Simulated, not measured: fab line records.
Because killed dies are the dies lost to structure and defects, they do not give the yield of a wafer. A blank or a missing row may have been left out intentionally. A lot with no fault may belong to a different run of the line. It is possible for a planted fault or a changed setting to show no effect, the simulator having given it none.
Which of the tools did it? + flow nand-harc + 12 lots, 36 wafers sampled, at 5 steps of a route of 1159

WHAT THE GAUGES READ, wafer by wafer
NHARC_A_BONDPAD_OVL_MEAS_35. Usual: overlay-x-nm -1 nm, standard deviation 7.2; overlay-y-nm -1 nm, standard deviation 6.7.
| lot  | measured     | on         | overlay-x-nm (nm) | overlay-y-nm (nm) | flag |
|------|--------------|------------|-------------------|-------------------|------|
| L594 | day 18 07:02 | overlay-02 | 5 6 5             | -1 0 0            |      |
| L595 | day 18 06:26 | overlay-02 | -4 -4 -4          | 6 7 6             |      |
| L596 | day 19 03:32 | overlay-01 | 4 5 4             | -6 -6 -7          |      |
| L599 | day 19 00:22 | overlay-01 | 2 3 2             | -12 -11 -12       |      |
| L601 | day 19 19:38 | overlay-01 | -3 -2 -3          | 0 0 0             |      |
| L600 | day 19 21:08 | overlay-02 | -11 -11 -11       | -3 -3 -3          |      |
| L603 | day 20 02:07 | overlay-01 | -11 -11 -11       | -4 -3 -3          |      |
| L602 | day 20 06:53 | overlay-02 | -7 -8 -7          | -1 -2 -1          |      |
| L604 | day 19 17:41 | overlay-01 | 0 0 0             | 13 13 13          |      |
| L608 | day 20 22:40 | overlay-01 | -1 -2 -2          | -4 -4 -4          |      |
| L609 | day 22 16:35 | overlay-02 | 0 0 0             | -17 -17 -17       |      |
| L611 | day 22 15:38 | overlay-01 | -6 -7 -6          | -7 -7 -7          |      |

NHARC_THIN_TSV_CD_MEAS_37. Usual: 5000 nm for cd-nm, sd 4.3.
| lot  | measured     | on        | cd-nm (nm)     | flag |
|------|--------------|-----------|----------------|------|
| L594 | day 19 08:52 | cd-sem-01 | 4999 4994 5000 |      |
| L595 | day 19 06:22 | cd-sem-02 | 5006 4999 5002 |      |
| L596 | day 20 01:01 | cd-sem-03 | 5003 5002 5001 |      |
| L599 | day 19 23:49 | cd-sem-02 | 5008 5005 5006 |      |
| L601 | day 20 18:27 | cd-sem-01 | 5004 4997 5004 |      |
| L600 | day 20 20:44 | cd-sem-02 | 4999 5002 4999 |      |
| L603 | day 21 00:52 | cd-sem-02 | 4995 4991 4994 |      |
| L602 | day 21 08:19 | cd-sem-01 | 4997 4996 5001 |      |
| L604 | day 20 20:10 | cd-sem-03 | 5000 5004 4999 |      |
| L608 | day 21 23:34 | cd-sem-01 | 5002 5000 4996 |      |
| L609 | day 23 21:43 | cd-sem-02 | 4993 5006 4999 |      |
| L611 | day 23 18:29 | cd-sem-02 | 5006 5009 5000 |      |

NHARC_END_SORT_01. Usual: defect-limited-yield 95.5 %, standard deviation 1.4; killed-at-array 26, standard deviation 9.1; killed-at-other 0.7, standard deviation 0.9; killed-at-periphery 3.6, standard deviation 2.8; killed-dies 30, standard deviation 9.2; killed-open 3.0, standard deviation 1.9; killed-short 2.0, standard deviation 1.4; sort_bin_2_pct 1.4 %, standard deviation 0.6; sort_bin_3_pct 0.23 %, standard deviation 0.17; sort_bin_4_pct 2.8 %, standard deviation 0.92; sort-n-pass 647, standard deviation 9.2; sort-rim-yield-pct 95.9 %, standard deviation 2.1; sort-yield-pct 95.5 %, standard deviation 1.4.
| lot  | measured     | on        | defect-limited-yield (%) | killed-at-array | killed-at-other | killed-at-periphery | killed-dies | killed-open | killed-short | sort_bin_2_pct (%) | sort_bin_3_pct (%) | sort_bin_4_pct (%) | sort-n-pass | sort-rim-yield-pct (%) | sort-yield-pct (%) | flag |
|------|--------------|-----------|--------------------------|-----------------|-----------------|---------------------|-------------|-------------|--------------|--------------------|--------------------|--------------------|-------------|------------------------|--------------------|------|
| L608 | day 22 08:22 | prober-01 | 89.4 83.3 91.1           | 31 33 29        | 0 0 1           | 41 80 30            | 72 113 60   | 0 1 1       | 3 1 2        | 3.2 7.5 3.1        | 1.92 2.66 0.89     | 5.5 6.5 4.9        | 605 564 617 | 83.0 93.4 88.7         | 89.4 83.3 91.1     | OFF  |
| L609 | day 24 09:44 | prober-01 | 89.7 87.6 90.1           | 26 11 22        | 0 0 1           | 44 73 44            | 70 84 67    | 4 2 1       | 0 3 1        | 4.0 5.8 3.8        | 1.92 2.07 1.33     | 4.4 4.6 4.7        | 607 593 610 | 87.7 96.2 85.8         | 89.7 87.6 90.1     | OFF  |
| L611 | day 24 01:55 | prober-02 | 91.4 84.2 88.8           | 26 29 36        | 1 1 0           | 31 77 40            | 58 107 76   | 3 2 4       | 1 3 2        | 2.8 6.6 4.1        | 1.92 2.36 1.92     | 3.8 6.8 5.2        | 619 570 601 | 85.8 94.3 81.1         | 91.4 84.2 88.8     | OFF  |

TOOL THAT RAN EACH LOT (tool first, then ch and the chambers of the sampled wafers, then the start)
| lot  | NHARC_P_BONDPAD_ETCH_24            | NHARC_A_M1_ANNEAL_31             |
|------|------------------------------------|----------------------------------|
| L594 | rie-diel-03 ch 0,1,3, day 6 20:19  | rtp-anneal-02 ch 0, day 18 03:52 |
| L595 | rie-diel-03 ch 0,1,2, day 6 20:47  | rtp-anneal-02 ch 0, day 18 03:19 |
| L596 | rie-diel-01 ch 1,2,3, day 7 03:33  | rtp-anneal-02 ch 0, day 19 00:38 |
| L599 | rie-diel-03 ch 1,3, day 7 18:54    | rtp-anneal-01 ch 0, day 18 21:41 |
| L601 | rie-diel-03 ch 0,1,3, day 8 05:56  | rtp-anneal-01 ch 0, day 19 16:47 |
| L600 | rie-diel-01 ch 1,2,3, day 8 06:47  | rtp-anneal-02 ch 0, day 19 18:22 |
| L603 | rie-diel-03 ch 0,3, day 8 14:49    | rtp-anneal-02 ch 0, day 19 23:14 |
| L602 | rie-diel-08 ch 0,1,3, day 8 17:53  | rtp-anneal-01 ch 0, day 20 03:55 |
| L604 | rie-diel-01 ch 0,1, day 8 18:49    | rtp-anneal-01 ch 0, day 19 14:58 |
| L608 | rie-diel-03 ch 0,1,3, day 9 18:43  | rtp-anneal-02 ch 0, day 20 19:50 |
| L609 | rie-diel-03 ch 1,3, day 10 10:07   | rtp-anneal-02 ch 0, day 22 13:35 |
| L611 | rie-diel-03 ch 0,2,3, day 10 16:55 | rtp-anneal-02 ch 0, day 22 12:47 |
- NHARC_P_BONDPAD_ETCH_24: etches the open film in CF4/N2, target depth 30 nm, time 72.99 s.
- NHARC_A_M1_ANNEAL_31: time 90 s.

WHAT THE TOOLS THEMSELVES READ (means of the sampled wafers that have a number; where no wafer has one, the mark that the record gives instead)
NHARC_P_BONDPAD_ETCH_24. Usual: value, then standard deviation, for each; bias-w 99.95 W / 0.29; cf4-flow-sccm 49.99 sccm / 0.15; drypump-motor-current-A 5.8 A / 0.32; oes-product-au 0.998 a.u. / 0.012; rf-vpp-V 313.9 V / 1.4; showerhead-plenum-p-Torr 2.60 Torr / 0.065; throttle-valve-pct 19.794 % / 0.0088.
| lot  | tool        | bias-w (W) | cf4-flow-sccm (sccm) | drypump-motor-current-A (A) | oes-product-au (a.u.) | rf-vpp-V (V) | showerhead-plenum-p-Torr (Torr) | throttle-valve-pct (%) | flag |
|------|-------------|------------|----------------------|-----------------------------|-----------------------|--------------|---------------------------------|------------------------|------|
| L594 | rie-diel-03 | 100.07     | 50.04                | 5.8                         | 0.992                 | 314.3        | 2.58                            | 19.797                 |      |
| L595 | rie-diel-03 | 99.76      | 49.95                | 5.8                         | 0.997                 | 313.5        | 2.59                            | 19.792                 |      |
| L596 | rie-diel-01 | 99.69      | 49.98                | 5.7                         | 1.011                 | 314.4        | 2.61                            | 19.791                 |      |
| L599 | rie-diel-03 | 99.70      | 50.15                | 6.1                         | 1.006                 | 313.9        | 2.61                            | 19.797                 |      |
| L601 | rie-diel-03 | 100.08     | 49.89                | 5.8                         | 0.995                 | 313.1        | 2.58                            | 19.784                 |      |
| L600 | rie-diel-01 | 99.67      | 50.02                | 5.7                         | 0.989                 | 313.6        | 2.60                            | 19.785                 |      |
| L603 | rie-diel-03 | 99.96      | 49.95                | 5.6                         | 0.988                 | 312.7        | 2.58                            | 19.801                 |      |
| L602 | rie-diel-08 | 99.90      | 50.00                | 5.5                         | 0.994                 | 313.0        | 2.59                            | 19.808                 |      |
| L604 | rie-diel-01 | 99.89      | 49.92                | 6.0                         | 1.001                 | 315.0        | 2.67                            | 19.793                 |      |
| L608 | rie-diel-03 | 100.13     | 50.05                | 5.8                         | 0.992                 | 313.4        | 2.58                            | 19.789                 |      |
| L609 | rie-diel-03 | 99.75      | 49.85                | 6.0                         | 1.006                 | 313.5        | 2.58                            | 19.793                 |      |
| L611 | rie-diel-03 | 99.88      | 49.99                | 5.8                         | 1.004                 | 313.7        | 2.62                            | 19.796                 |      |

NHARC_A_M1_ANNEAL_31. Usual: anneal-temp-c 224.98 C, standard deviation 0.17; wafer_temp_C_max 225.88, standard deviation 0.25.
| lot  | tool          | anneal-temp-c (C) | wafer_temp_C_max | flag |
|------|---------------|-------------------|------------------|------|
| L594 | rtp-anneal-02 | 225.00            | 225.99           |      |
| L595 | rtp-anneal-02 | 224.89            | 225.89           |      |
| L596 | rtp-anneal-02 | 225.05            | 225.81           |      |
| L599 | rtp-anneal-01 | 224.94            | 225.71           |      |
| L601 | rtp-anneal-01 | 224.87            | 226.10           |      |
| L600 | rtp-anneal-02 | 224.95            | 226.10           |      |
| L603 | rtp-anneal-02 | 224.90            | 225.81           |      |
| L602 | rtp-anneal-01 | 224.89            | 225.87           |      |
| L604 | rtp-anneal-01 | 225.04            | 226.00           |      |
| L608 | rtp-anneal-02 | 224.73            | 225.84           |      |
| L609 | rtp-anneal-02 | 225.09            | 225.75           |      |
| L611 | rtp-anneal-02 | 225.06            | 226.19           |      |

THE ANSWER, worked out from the rows above alone
Rule: take the mean of a lot's wafers that have a number; if it is more than 3 standard deviations from the usual mean, the lot is off. Also off: a lot with no number at a reading for which 4 or more lots have one. The other lots that the step has rows for count as sound. First the gauges in route order, then the tools' own readings, where a lot's mean is used as printed above. At the first step where some lot is off, the reading lying furthest off is the one used; lots without a number count as furthest.
Off, at NHARC_END_SORT_01 on killed-at-periphery: L608, L609, L611. Neither off nor sound, because the step has no rows for them: L594, L595, L596, L599, L601, L600, L603, L602, L604.
If a tool, at a process step before that reading, ran all the lots that are off and no sound lot after the first of them, it fits. The gauges at NHARC_END_SORT_01 are tried like those tools. Undecided on this evidence; 2 tools fit (rie-diel-03 at NHARC_P_BONDPAD_ETCH_24, rtp-anneal-02 at NHARC_A_M1_ANNEAL_31).

WHAT THE SIMULATOR HAD INSERTED
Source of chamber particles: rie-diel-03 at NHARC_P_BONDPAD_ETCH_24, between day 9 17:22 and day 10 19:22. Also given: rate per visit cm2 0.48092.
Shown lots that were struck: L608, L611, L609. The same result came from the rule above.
